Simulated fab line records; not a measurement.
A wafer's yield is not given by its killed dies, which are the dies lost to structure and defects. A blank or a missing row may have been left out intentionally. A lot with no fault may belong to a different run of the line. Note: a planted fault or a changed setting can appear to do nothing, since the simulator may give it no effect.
Matching of chambers    flow nand_harc    rie_diel-13 running NHARC_A_STAIRCASE_ETCHBACK_422: 4 sister chambers
The step etches the open film in CH3F/O2, target depth 40 nm, time 74.286 s. 4 wafers are shown with their chamber, then 12 later ones without.

## WAFERS, EACH WITH ITS CHAMBER
wafer   chamber  drypump_motor_current_A (A)
L085.1  1        6.7
L091.1  0        5.1
L091.5  2        6.0
L091.6  3        5.8

## WAFERS MISSING THEIR CHAMBER
wafer   drypump_motor_current_A (A)
L092.1  6.6
L092.2  5.0
L092.5  6.0
L095.1  5.1
L095.3  6.7
L095.4  5.8
L094.1  5.0
L094.3  6.7
L094.4  6.0
L096.1  5.8
L096.4  6.0
L096.6  5.1

## CHAMBER TAKEN BY EACH
wafer   from the rows above  in truth
L092.1  1                    1
L092.2  0                    0
L092.5  2                    2
L095.1  0                    0
L095.3  1                    1
L095.4  3                    3
L094.1  0                    0
L094.3  1                    1
L094.4  2                    2
L096.1  3                    3
L096.4  2                    2
L096.6  0                    0
Placed correctly: 12 of 12. Left unplaced by these rows: 0. Number placed wrongly: 0.
How it was worked out, from the rows above alone: a wafer's distance from a chamber is the root of the sum, over the readings, of the square of ((its reading less the chamber's mean) divided by the reading's scatter). If the next closest chamber is less than 2 further off than the closest, the wafer can't be placed; otherwise it belongs to the closest. For every chamber, the mean is computed from those of its wafers that are shown. The scatter: with one shown wafer a chamber, the root of the mean of the squares of how far each hidden wafer lies from its nearest shown one.
